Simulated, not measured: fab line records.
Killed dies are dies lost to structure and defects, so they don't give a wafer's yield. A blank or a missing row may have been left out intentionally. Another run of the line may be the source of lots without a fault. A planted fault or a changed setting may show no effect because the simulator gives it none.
A lot that was struck, set against a sound lot ; flow n5-finfet ; 38 steps out of a route of 1938
Sound: these wafers, L785.2, L785.5, L785.6. The struck wafers were L800.2, L800.3, L800.6. The cause is named last.
At each step with rows: each side's tool, then ch and its chambers, then its first start. Under that, the readings that differ: sound wafers ; struck wafers ; difference of the means ; sigmas: that difference in standard deviations of wafers without a fault.
alike: same words and numbers on both sides, and readings whose means sit less than 2 such deviations apart. not compared: any withheld reading, any reading some wafer has no value for, any bound like >300 that may hide the same value, and any number with overlapping values for which the record gives no deviation.
Wherever a step has rows on one side only, a row that says differs or no value, or a row with sigmas, the two part there. When numbers do not overlap yet have no deviation, they are printed without sigmas and do not part them. A reading that every wafer of one side lacks parts them only if that side has two wafers or more.

first, 12 steps without rows for these wafers: N5_BEOL_M1_SPUTTER_86 (material Cu, target thk 4.5 nm, time 8.29 s); N5_BEOL_M1_ANNEAL_87 (time 240 s); N5_BEOL_M1_SPUTTER_88 (material Cu, target thk 4.5 nm, time 8.29 s); N5_BEOL_M1_ANNEAL_89 (time 240 s); N5_BEOL_M1_SPUTTER_90 (material Cu, target thk 4.5 nm, time 8.29 s); N5_BEOL_M1_ANNEAL_91 (time 240 s); N5_BEOL_M1_SPUTTER_92 (material Cu, target thk 4.5 nm, time 8.29 s); N5_BEOL_M1_ANNEAL_93 (time 240 s); N5_BEOL_M1_SPUTTER_94 (material Cu, target thk 4.5 nm, time 8.29 s); N5_BEOL_M1_ANNEAL_95 (time 240 s); N5_BEOL_M1_SPUTTER_96 (material Cu, target thk 4.5 nm, time 8.29 s); N5_BEOL_M1_ECD_50 (material Cu, target thk 300 nm).
N5_BEOL_M1_ANNEAL_51: time 90 s.
  sound on rtp-anneal-01 ch 0, day 8 13:26; struck on rtp-anneal-02, day 12 11:56
  no value came back on the struck wafers for anneal-temp-c (C), anneal-temp-c-max, wafer_temp_C_max; on the sound wafers anneal-temp-c (C) reads 224.83 224.81 224.79
N5_BEOL_M1_CMP_52: polishes, stops on SiOC, t overpolish 6.8 s, target thk 40 nm.
  sound on cmp-03 ch 1,2,3, day 8 13:55; struck on cmp-01 ch 1,2, day 12 12:11
reading;sound;struck;difference;sigmas
barrier-field-endpoint-s (s);25.9 24.4 26.1;30.4 28.8 30.5;+4.4;+5
time-to-endpoint-s (s);67 57 61;81 81 80;+19;+4
  alike: motor-current-A, overpolish-run-s, slurry-flow-ml-min
  not compared: pad-life-wafers
then, 4 steps without rows for these wafers: N5_BEOL_M1_PRE_CLEAN_60 (time 15 s); N5_BEOL_M1_CO_CAP_55 (material Co, precursor CCTBA/H2, target thk 2 nm, time 102.1 s); N5_BEOL_M1_PRE_CLEAN_56 (time 15 s); N5_BEOL_M1_DEP_57 (deposits SiCN from 3MS/NH3, target thk 8 nm, time 14 s).
N5_BEOL_M1_RS_MEAS_58: the measuring method here is four-point-probe.
  sound: film-metro-01 at day 8 14:22; struck: film-metro-01 at day 12 12:47
reading;sound;struck;difference;sigmas
M1_RS (ohm/sq);0.61 0.67 0.61;0.81 0.78 0.81;+0.17;+4
then, 17 steps without rows for these wafers: N5_BEOL_M2_ILD_DEP_00 (deposits SiOC from DEMS/O2, target thk 79 nm, time 15.3 s); N5_BEOL_M2_PECVD_72 (deposits SiO2 from TEOS/O2, target thk 16 nm, time 18 s); N5_BEOL_M2_HM_DEP_02 (deposits TiN, target thk 20 nm); N5_BEOL_M2_COAT_61 (time 60 s, resist thk 60 nm); N5_BEOL_M2_COAT_62 (time 60 s, resist thk 12 nm); N5_BEOL_M2_COAT_73 (time 60 s, resist thk 5 nm); N5_BEOL_M2_COAT_05 (resist thk 30 nm); N5_BEOL_M2_EBR_07; N5_BEOL_M2_SOFTBAKE_06 (time 60 s); N5_BEOL_M2_EXPOSE_08 (exposes mask M2); N5_BEOL_M2_PEB_09 (peb time 60 s); N5_BEOL_M2_DEVELOP_10 (develop time 30 s); N5_BEOL_M2_DESCUM_16 (chemistry O2, time 7 s); N5_BEOL_M2_ETCH_74 (etches underlayer in N2/H2, target depth 6.5 nm, time 5.2 s); N5_BEOL_M2_ETCH_63 (etches SiARC in CF4, target depth 15.6 nm, time 26 s); N5_BEOL_M2_ETCH_64 (etches SOC in N2/H2, target depth 75 nm, overetch 22.5 nm, time 121.9 s); N5_BEOL_M2_STRIP_65 (strips in N2/H2).
N5_BEOL_M4_RC_MEAS_101:
  sound on prober-02 ch 0, day 9 20:30; struck on prober-01 ch 0, day 13 23:28
reading;sound;struck;difference;sigmas
ION_P (uA/um);481 496 465;465 459 451;-22;-2
VT_P (mV);-243 -241 -249;-253 -250 -251;-7;-2
  alike: DIBL_N, DIBL_P, IOFF_N, IOFF_P, ION_N, SS_N, SS_P, VT_N
  not compared: COMB_M1, COMB_M1_max_site
-- here the record skips 4 days between the struck wafers' starts before and after, leaving off in module BEOL_M4 and picking up in module PASSIVATION (first step shown: number 1936 of the route) --
N5_PASSIVATION_PROBE_49:
  rows exist in the record for the struck wafers here (prober-02, day 18 07:59), but not for the sound ones

WHERE THEY PART
At N5_BEOL_M1_ANNEAL_51 first; at N5_PASSIVATION_PROBE_49 last (within this record only).

WHY: what had been put in by the simulator
Skipped step whole: rtp-anneal-02, from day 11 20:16 on, at N5_BEOL_M1_ANNEAL_51. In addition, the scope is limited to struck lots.
